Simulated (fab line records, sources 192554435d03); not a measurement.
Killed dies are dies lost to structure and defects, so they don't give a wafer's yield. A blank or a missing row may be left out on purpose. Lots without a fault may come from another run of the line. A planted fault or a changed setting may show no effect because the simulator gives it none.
fab line records | flow n5_finfet
record lots=4 wafers=11 last_day=16
route steps=1938 shown ILD0@342 SDB@347 DUMMY_REMOVAL@377 BEOL_M4@1111 PASSIVATION@1936
lots that met no fault: from a run of the same line without faults
start_h: hours from the record's first day to the start of the lot's first wafer shown | wait_h: hours since the lot's step before | " the same as in the row above | L1.1+2: a row that stands for several wafers | - no value, or no start given | * or withheld: withheld | < > ~ a bound
route shown NAME@n: a module of which the file shows steps, and the number in the route of the first | usual: mean/standard deviation of fault-free wafers | same: alike in all rows | chamber/n: place in a boat | sites: the reading at each site | _std_site: their standard deviation | _edge_site: outer sites' mean less inner sites' | radius_mm: how far each site lies from the wafer's centre | mask NAME#n: copy n | behind: the tool/chamber that last shaped the wafer | hold: why the lot was held/for how many hours/how that ended | device: the transistor (n, p or np) that didn't switch | end of line: the same wafers' tests at the end of the route | a step without rows: its recipe alone | killed: dies lost to structure and defects at the first sort, not the wafer's yield | map: a wafer's dies, x killed, . not, _ none there
set.NAME: the setting as run; set.NAME@STEP: as run at that earlier step | model.NAME: the simulator's own value behind a step, which no gauge read
lots at some steps of the route; a table a step, a row a wafer
services: from which hour (start_h, from the record's first day; less than 0 if before it) a tool's chamber was out of use, for how many hours, and why
## steps
# step N5_ILD0_PRECLEAN_10
# recipe chemistry=NF3:NH3 afs_cycles=5 time_s=20 temp_c=30 sublimation_temp_c=180 sublimation_time_s=60 pressure_torr=3 rf_power_w=30
# step N5_ILD0_ALD_15
# recipe material=SiNx target_thk_a=240 temp_c=400 ald_precursor_family=SiH2I2 ald_co_reactant=N2/H2-plasma pulse_time_s=1 ald_cycles=480 purge_time_s=2 co_reactant_purge_time_s=2 pressure_torr=2
# step N5_ILD0_CMP_12
# recipe stop_on=poly-Si material=SiNx t_overpolish_s=6 post_cmp_clean=alkaline_brush down_force_psi=2.5 platen_rpm=51.8 pad_velocity_m_s=1.0307 target_thk_nm=17.67
# step N5_SDB_HM_DEP_00
# recipe material=SiNx target_thk_a=400 temp_c=400 precursor=SiH4/NH3/N2 pressure_torr=1.5 rf_w=300 time_s=35.3
# step N5_SDB_COAT_03
# recipe resist=SOC temp_c=250 time_s=60 spin_rpm=1500 resist_thk_nm=100
# step N5_SDB_COAT_04
# recipe resist=SiARC temp_c=220 time_s=60 spin_rpm=1500 resist_thk_nm=18
# step N5_SDB_COAT_05
# recipe resist=CAR-ArF spin_rpm=1500 resist_thk_nm=90
# step N5_SDB_EBR_07
# recipe solvent=PGMEA ebr_width_mm=1.5
# step N5_SDB_SOFTBAKE_06
# recipe temp_c=110 time_s=60 resist=CAR-ArF
# step N5_SDB_EXPOSE_08
# recipe mask_id=SDB na=1.35 source_shape=conventional sigma_outer=0.5 polarization=unpolarized dose_mj=49.6
# usual exposure_dose_mJ_cm2=49.59/0.048
# same na=1.35
# columns lot.wafer tool chamber start_h wait_h mask exposure_dose_mJ_cm2
L487.1 arfi_scanner-02 0 101.09 - SDB#0 49.62
L487.5 " 0 " " SDB#0 49.70
L490.1 arfi_scanner-02 0 119.93 - SDB#0 46.07
L490.5 " 0 " " SDB#0 45.98
L490.6 " 0 " " SDB#0 46.07
L491.3 arfi_scanner-02 0 129.99 - SDB#0 46.84
L491.5 " 0 " " SDB#0 46.85
L491.6 " 0 " " SDB#0 46.82
L498.2 arfi_scanner-01 0 171.87 - SDB#0 49.65
L498.4 " 0 " " SDB#0 49.63
L498.6 " 0 " " SDB#0 49.69
# step N5_SDB_PEB_09
# recipe peb_temp_c=withheld peb_time_s=60 resist=CAR-ArF
# step N5_SDB_DEVELOP_10
# recipe develop_time_s=30 developer=TMAH resist=CAR-ArF rinse_liquid=diw dry=air_spin dev_temp_c=23
# step N5_SDB_CD_MEAS_11
# recipe target_cd_nm=50 landing_energy_ev=500 detector=se_inlens polarity=opening
# usual cd_nm=49.0/1.4
# columns lot.wafer tool chamber start_h wait_h cd_nm
L487.1 cd_sem-01 0 101.21 - 47.6
L487.5 " 0 " " 47.8
L490.1 cd_sem-01 0 120.05 - 41.4
L490.5 " 0 " " 41.4
L490.6 " 0 " " 40.2
L491.3 cd_sem-03 0 130.10 - 42.7
L491.5 " 0 " " 41.0
L491.6 " 0 " " 43.1
L498.2 cd_sem-01 0 171.99 - 49.6
L498.4 " 0 " " 49.6
L498.6 " 0 " " 48.7
# step N5_SDB_DESCUM_16
# recipe chemistry=O2 time_s=7.9 source_power_w=50 bias_power_w=20 pressure_mtorr=20 rf_frequency_hz=2.712e+07 temp_c=40 resist=CAR-ArF o2_flow_sccm=225
# step N5_SDB_ETCH_17
# recipe chemistry=CF4 target=SiARC target_depth_a=234 mask_material=CAR-ArF time_s=39 ion_energy_ev=80 pressure_mtorr=40 source_w=545 bias_w=36 Ar_flow_sccm=100 cf4_flow_sccm=100 ends=cleared
# step N5_SDB_ETCH_18
# recipe chemistry=N2/H2 target=SOC target_depth_a=1000 overetch_a=200 mask_material=SiARC temp_c=40 time_s=150 ion_energy_ev=200 pressure_mtorr=30 source_w=840 bias_w=150 n2_flow_sccm=200 h2_flow_sccm=200
# step N5_SDB_STRIP_19
# recipe chemistry=N2/H2 temp_c=40 n2_flow_sccm=200 h2_flow_sccm=200 rf_frequency_hz=6e+07
# step N5_SDB_STRIP_21
# recipe chemistry=CF4 resist=SiARC power_w=300 bias_power_w=75 pressure_mtorr=50 cf4_flow_sccm=150 rf_frequency_hz=6e+07
# step N5_SDB_HM_OPEN_20
# recipe chemistry=CH3F/O2 target=SiNx mask_material=SOC target_depth_a=240 stop_on=poly-Si over_etch_frac=0.4 ion_energy_ev=120 pressure_mtorr=30 source_w=395 bias_w=73 Ar_flow_sccm=150 CH3F_flow_sccm=30 O2_flow_sccm=20
# step N5_SDB_STRIP_22
# recipe chemistry=N2/H2 power_w=1000 temp_c=250 h2_frac=0.65 overash_fraction=0.3 pressure_mtorr=withheld n2_flow_sccm=1750 h2_flow_sccm=3250
# step N5_SDB_PRECLEAN_23
# recipe chemistry=dHF time_s=30 temp_c=25 dilution=withheld
# step N5_SDB_DUMMY_REMOVE_24
# recipe chemistry=TMAH temp_c=70 target=poly-Si stop_on=SiO2 target_depth_nm=142 conc_wt_pct=5 time_s=57 dry=ipa_marangoni rinse_time_s=30 rinse_temp_c=23
# step N5_SDB_ETCH_25
# recipe chemistry=C4F6/O2 target=SiO2 target_depth_a=100 time_s=3.3 ion_energy_ev=250 mask_material=SiNx pressure_mtorr=30 source_w=345 bias_w=185 Ar_flow_sccm=300 C4F6_flow_sccm=10 O2_flow_sccm=10
# step N5_SDB_CUT_ETCH_26
# recipe chemistry=HBr/Cl2/O2 target=Si target_depth_a=1296 bt_time_s=20 mask_material=SiNx time_s=51.8 ion_energy_ev=* bias_w=* pressure_mtorr=10 icp_w=800 HBr_flow_sccm=150 Cl2_flow_sccm=80 O2_flow_sccm=12
# step N5_SDB_PRECLEAN_38
# recipe chemistry=dHF time_s=10 dilution=750:1 temp_c=25
# step N5_SDB_PRECLEAN_39
# recipe chemistry=O3/DIW time_s=45 temp_c=22 o3_ppm=10
# step N5_SDB_SRD_28
# recipe dry=ipa_marangoni time_s=30 temp_c=23 rinse_liquid=diw
# step N5_SDB_ALD_29
# recipe material=SiNx target_thk_a=300 temp_c=400 ald_precursor_family=SiH2I2 ald_co_reactant=N2/H2-plasma pulse_time_s=1 ald_cycles=600 purge_time_s=2 co_reactant_purge_time_s=2 pressure_torr=2
# step N5_SDB_CMP_30
# recipe stop_on=poly-Si t_overpolish_s=1.54 post_cmp_clean=alkaline_brush down_force_psi=4.1491 platen_rpm=51.796 pad_velocity_m_s=1.0306 target_thk_nm=30
# step N5_DUMMY_REMOVAL_HM_STRIP_01
# recipe chemistry=CH3F/O2 material=SiNx target_depth_a=40 stop_on=poly-Si time_s=6.8 over_etch_frac=0.3 ion_energy_ev=60 power_w=410 bias_w=29 Ar_flow_sccm=150 CH3F_flow_sccm=30 O2_flow_sccm=20
# step N5_DUMMY_REMOVAL_STRIP_10
# recipe chemistry=N2/H2 time_s=40 power_w=100 temp_c=40 pressure_mtorr=100 rf_frequency_hz=6e+07 bias_power_w=3 n2_flow_sccm=300 h2_flow_sccm=300
# step N5_DUMMY_REMOVAL_PRECLEAN_07
# recipe chemistry=dHF time_s=30 temp_c=25 dilution=withheld
# step N5_DUMMY_REMOVAL_DUMMY_REMOVE_02
# recipe chemistry=TMAH temp_c=70 target=poly-Si stop_on=SiO2 target_depth_nm=142 conc_wt_pct=5 time_s=57 dry=ipa_marangoni rinse_time_s=30 rinse_temp_c=23
# step N5_DUMMY_REMOVAL_PRECLEAN_08
# recipe chemistry=NF3:NH3 afs_cycles=2 temp_c=30 time_s=20 sublimation_temp_c=180 sublimation_time_s=60 pressure_torr=3 rf_power_w=30
# step N5_BEOL_M4_RC_MEAS_101
# usual DIBL_N=36.2/2.4 DIBL_P=36.2/2.6 IOFF_N=0.16/0.045 IOFF_P=0.21/0.046 ION_N=674/17 ION_P=463/11 SS_N=71.5/0.77 SS_P=73.1/0.76 VT_N=250/3.9 VT_P=-250/3.9
# columns lot.wafer tool chamber start_h wait_h DIBL_N[mV/V] DIBL_P[mV/V] IOFF_N[nA/um] IOFF_P[nA/um] ION_N[uA/um] ION_P[uA/um] SS_N[mV/dec] SS_P[mV/dec] VT_N[mV] VT_P[mV]
L487.1 prober-02 0 238.57 0.0 34.8 33.0 0.12 0.14 654 442 71.3 71.8 258 -256
L487.5 " 0 " " 38.3 39.3 0.19 0.22 676 456 72.2 74.0 248 -253
L490.1 prober-01 0 243.51 0.0 43.0 42.0 0.30 0.27 683 451 74.0 74.6 245 -248
L490.5 " 0 " " 36.3 36.4 0.15 0.18 673 452 71.5 73.3 251 -256
L490.6 " 0 " " 40.4 40.8 0.25 0.26 720 485 71.9 74.6 244 -249
L491.3 prober-02 0 245.96 0.3 33.9 33.5 0.12 0.17 668 452 70.8 72.7 251 -252
L491.5 " 0 " " 36.5 35.1 0.17 0.21 669 460 71.9 73.1 249 -250
L491.6 " 0 " " 33.8 32.9 0.12 0.17 669 463 70.8 72.3 253 -252
L498.2 prober-02 0 276.78 0.2 37.3 37.7 0.18 0.25 674 461 71.0 74.0 249 -250
L498.4 " 0 " " 37.6 36.3 0.18 0.22 655 439 71.3 73.6 250 -251
L498.6 " 0 " " 36.4 36.0 0.16 0.21 675 461 71.0 72.9 251 -249
# step N5_PASSIVATION_PROBE_49
# usual defect_limited_yield=91.2/1.4 killed_at_M0_to_M3=33/9.5 killed_at_M4_up=13/4.7 killed_at_contacts=11/5.3 killed_at_front_end=42/12 killed_at_other=5/3.3 killed_dies=104/17 killed_on_rim=14/4 killed_open=67/12 killed_short=33/7.7 sort_bin_4_leakage=0.01/0.058 sort_bin_5_function=5.1/0.94 sort_bin_6_memory=3.3/0.67 sort_bin_8_speed=0.1/1.3 sort_n_pass=1074/24 sort_yield_pct=91.1/2
# same gross_dies=1180 killed_at_back_side=0
# columns lot.wafer tool chamber start_h wait_h defect_limited_yield[%] killed_at_M0_to_M3 killed_at_M4_up killed_at_contacts killed_at_front_end killed_at_other killed_dies killed_on_rim killed_open killed_short sort_bin_4_leakage[%] sort_bin_5_function[%] sort_bin_6_memory[%] sort_bin_8_speed[%] sort_n_pass sort_yield_pct[%]
L490.1 prober-02 - 366.41 0.0 65.3 35 15 10 347 2 409 120 53 46 0.42 31.3 2.8 0 766 64.9
L490.5 prober-02 - 366.61 0.2 63.9 27 12 4 377 6 426 122 58 25 0 32.5 3.6 0 754 63.9
L490.6 prober-02 - 366.66 0.3 65.4 24 15 9 355 5 408 119 54 30 0 31.3 3.1 0 772 65.4
L487.1 prober-01 - 366.65 0.0 92.9 20 11 13 33 7 84 6 55 26 0 3.6 3.3 0.3 1093 92.6
L487.5 prober-01 - 366.85 0.2 93.3 29 8 5 32 5 79 15 56 23 0 3.9 2.5 0 1101 93.3
L491.3 prober-01 - 371.66 0.1 66.2 26 19 19 332 3 399 119 70 30 0 30.2 3.1 0 781 66.2
L491.5 prober-01 - 371.76 0.2 64.8 19 8 16 371 1 415 122 54 27 0 32.3 2.8 0 765 64.8
L491.6 prober-01 - 371.81 0.3 81.4 29 10 8 172 0 219 66 63 25 0 15.8 2.7 0 961 81.4
L498.2 prober-01 - 392.01 0.1 92.6 30 10 13 27 7 87 10 58 27 0 4.7 2.3 0 1093 92.6
L498.4 prober-01 - 392.11 0.2 91.4 32 13 8 43 5 101 14 63 32 0 4.2 3.3 0 1079 91.4
L498.6 prober-01 - 392.21 0.3 89.2 34 15 19 54 6 128 16 87 41 0 6.3 4.4 0 1052 89.2
# killed by level:class
L490.1 SDB:area_expose=307 BEOL_M2:geometric_particle:open=10 FIN_SAQP:geometric_particle:short=8 BEOL_M3:geometric_particle:open=8 MOL_CONTACT_COAG:geometric_particle:open=6 FIN_SAQP:geometric_particle:open=5 STI_FIN_REVEAL:geometric_particle:open=5 BEOL_M0_SAQP:geometric_particle:short=5
L490.5 SDB:area_expose=339 STI_FIN_REVEAL:geometric_particle:open=13 BEOL_M0_SAQP:geometric_particle:open=6 GATE_CUT:geometric_particle:open=5 BEOL_M0_SAQP:geometric_particle:short=5 BEOL_M1:geometric_particle:open=5 FIN_SAQP:geometric_particle:short=4 MOL_CONTACT_COAG:geometric_particle:open=4
L487.1 MOL_CONTACT_COAG:geometric_particle:open=10 BEOL_M2:geometric_particle:open=7 STI_FIN_REVEAL:geometric_particle:open=6 BEOL_M5:geometric_particle:open=5 STARTING-WAFER:geometric_particle:open=5 ILD0:geometric_particle:short=4 ILD0:geometric_particle:open=4 GATE_CUT:geometric_particle:short=4
L490.6 SDB:area_expose=323 MOL_CONTACT_COAG:geometric_particle:open=9 BEOL_M3:geometric_particle:open=8 BEOL_M4:geometric_particle:open=8 FIN_SAQP:geometric_particle:short=6 FIN_SAQP:geometric_particle:open=5 BEOL_M3:geometric_particle:short=5 STI_FIN_REVEAL:geometric_particle:open=4
L487.5 BEOL_M2:geometric_particle:open=9 ILD0:geometric_particle:open=8 STI_FIN_REVEAL:geometric_particle:open=6 MOL_CONTACT_COAG:geometric_particle:open=5 BEOL_M1:geometric_particle:open=5 FIN_SAQP:geometric_particle:short=4 BEOL_M0_SAQP:geometric_particle:open=4 BEOL_M3:geometric_particle:open=4
L491.3 SDB:area_expose=295 MOL_CONTACT_COAG:geometric_particle:open=16 FIN_SAQP:geometric_particle:open=11 FIN_SAQP:geometric_particle:short=5 BEOL_M0_SAQP:geometric_particle:short=5 BEOL_M0_SAQP:geometric_particle:open=5 BEOL_M2:geometric_particle:open=5 STI_FIN_REVEAL:geometric_particle:open=4
L491.5 SDB:area_expose=332 MOL_CONTACT_COAG:geometric_particle:open=13 FIN_SAQP:geometric_particle:open=11 FIN_SAQP:geometric_particle:short=9 BEOL_M0_SAQP:geometric_particle:open=5 BEOL_M2:geometric_particle:open=5 STI_FIN_REVEAL:geometric_particle:open=4 GATE_CUT:geometric_particle:open=4
L491.6 SDB:area_expose=129 FIN_SAQP:geometric_particle:open=14 BEOL_M0_SAQP:geometric_particle:open=8 FIN_SAQP:geometric_particle:short=7 MOL_CONTACT_COAG:geometric_particle:open=7 BEOL_M3:geometric_particle:open=7 BEOL_M0_SAQP:geometric_particle:short=6 GATE_CUT:geometric_particle:open=4
L498.2 BEOL_M0_SAQP:geometric_particle:open=10 STI_FIN_REVEAL:geometric_particle:open=9 MOL_CONTACT_COAG:geometric_particle:open=9 GATE_CUT:geometric_particle:short=6 BEOL_M1:geometric_particle:open=6 MOL_CONTACT_COAG:geometric_particle:short=4 BEOL_M0_SAQP:geometric_particle:short=4 BEOL_M2:geometric_particle:open=4
L498.4 BEOL_M2:geometric_particle:open=10 BEOL_M0_SAQP:geometric_particle:short=9 FIN_SAQP:geometric_particle:open=7 FIN_SAQP:geometric_particle:short=6 MOL_CONTACT_COAG:geometric_particle:open=6 HKMG_FIN:area_etch=6 STI_FIN_REVEAL:geometric_particle:open=5 DUMMY_GATE:geometric_particle:open=5
L498.6 FIN_SAQP:geometric_particle:open=18 STI_FIN_REVEAL:geometric_particle:open=12 MOL_CONTACT_COAG:geometric_particle:open=12 BEOL_M0_SAQP:geometric_particle:open=8 MOL_CONTACT_COAG:geometric_particle:short=7 BEOL_M0_SAQP:geometric_particle:short=7 FIN_SAQP:geometric_particle:short=5 BEOL_M4:geometric_particle:open=5
# map L490.5 (x killed, . not)
_________________xxxxxx..xxxx________________
______________xxxxxx.x..x...xxxx_____________
___________xxxx.xxxx.xxx.xxxx.xxxxx__________
__________xxx.x...x.xx.x...x....x.x._________
________xxxxxxxxx......x.x....x...xx.x_______
_______xxx.xxx..xxx........x.xx.xxx.xxx______
______xxxxxxx.x.x......x.x.....xx..xx.xx_____
_____xxxxxx.x.........x........x..x.xxx.x____
____..xxx.x.xxxx...........x...x..x..x.xxx___
___xxxxxxx...............xxx....x.....xxxxx__
___xxx.x.x..xxx.............x.x.....x..xxxx__
__xxx.xxxx......x.....x....x....xx.x.xxxxxxx_
__xxx.x...x...x...............x..x..x..xxx.x_
_xxx.xxx.xx..x........x...x.......x....x....x
_xxxx.................................xx.x.x.
_.x.xx.......x...............x...x....x.....x
_xx.x.x.x.x...x..........x....x......x...x.xx
_xx..xx.x.x.............x......x....x...x.x.x
_......x..xx.............................xx.x
_x.xxxx...x.......x........x..x...x.....xxxxx
_xxx...x.x............................x..xxxx
__xx..x.xx..............x................xxx_
__xx.x..........................x........x.x_
___.xxxxx..x...x.........x.....x.......xxx.__
___xxxxxx...x......................x....x.x__
____xxxx...................xx....x...x..xx___
_____xxx..x...............xxx.xx.....x..x____
______x.x..x......................xxx..._____
_______x.xxxx.xx....x.x.....x..xx.xx...______
________xxx.xxx...x.x......x.x..xxxxx._______
__________xxx.x.x.x..x.x..x.x.xxx.xx_________
___________xxx.xxx.x...xxx.x..xxxxx__________
______________xx..xx.xx...xx.x.x_____________
_________________xxxxxx..xxxx________________
# map L491.5 (x killed, . not)
_________________xxxxxxxxx.xx________________
______________xxx..xxxxx.xxxxxxx_____________
___________xxx..xxx..xxxx.x.xxxxxxx__________
__________..xxxxxx.x...xxx.xxxx.xxxx_________
________.x.xx.x..x..x...xx.x.x.xx.x.xx_______
_______xxxxxxxx.x.x.x....x..x.....xxx.x______
______xxxxxxxx.x........x.........x..xxx_____
_____xxx.xxx...........x....x.......x.xxx____
____xx.x...x...............xx...x....xxxxx___
___.x.x...xx....x...x..xx....x....xx...xxxx__
___xxxxxx..xx...........x.......xx....x.xxx__
__xxxx.xx....x.....................x...xx.xx_
__xxxx....x...x..............x.........x..xx_
_.x.xxx.....x..x.....................x.x.x..x
_xxxxxx............x......x.............xxxxx
_xxxxx.....................x....x..x..xx.xxxx
_xxxxxxx.............................xx.x.x.x
_xx.x...........x.x..xx.............x....x.x.
_.x.x....x....x............x.....x..x.xx.x.xx
_xx.x...x.x.x.x.x...............x......x.x.xx
_xx..x...xx.....x......x...x.x............x.x
__x....x...x........................x...x.xx_
__x.xx.x.x......x....x............x.....xxxx_
___x.....x......x.....x........x......x....__
___xxx.....xx......x...................xx.x__
____xx.x..............x.x............x..xx___
_____xx.x.xx..x..............x.xx.x.xxxxx____
______xx.x.x.......xx.x......xx......xxx_____
_______xxx.x..xxx..xx..............xx..______
________..xxxx..........x.x..x...x.xxx_______
__________xxxxx...xxxx......x.xxxx.x_________
___________xx.x....x.....x...xx.xx.__________
______________xxx.x..xx...xxxxxx_____________
_________________xx..xxxxxx.x________________
## services
# columns tool chamber start_h hours kind
arfi_scanner-02 - 86.61 0.8 pm
arfi_scanner-02 0 90.24 - calibration
arfi_scanner-01 - 91.93 3.9 pm
arfi_scanner-02 - 104.09 3.9 pm
arfi_scanner-02 - 110.63 1.3 pm
arfi_scanner-02 - 115.83 1.0 pm
arfi_scanner-01 - 126.26 1.3 pm
arfi_scanner-02 - 128.97 1.0 pm
arfi_scanner-02 - 161.53 36.0 pm
## key
first_sign step=N5_SDB_EXPOSE_08 reading=exposure_dose_mJ_cm2 direction=down sigmas=65 usual=49.59 struck=46.44
effect step=N5_SDB_CD_MEAS_11 reading=cd_nm direction=down sigmas=5.4 usual=49.0 struck=41.6 through=control_loop
effect step=N5_PASSIVATION_PROBE_49 reading=sort_bin_5_function direction=up sigmas=25 usual=5.1 struck=28.9
more_kills_born_at N5_SDB_EXPOSE_08@arfi_scanner-02=1725
met_at N5_SDB_EXPOSE_08
struck_wafers L490.1,L490.5,L490.6,L491.3,L491.5,L491.6
loop_trim step=N5_SDB_EXPOSE_08 setting=dose lots=L491
onset_between 101.09 119.93
fault kind=process_parameter_drift tool=arfi_scanner-02 chamber=- onset_h=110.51 steps=N5_SDB_EXPOSE_08 channel=dose_mj offset=-3.4794 shape=step acts_in=these_recipes_only stated=49.6
# loop_trim: a control loop set the setting to another value than it would have without faults
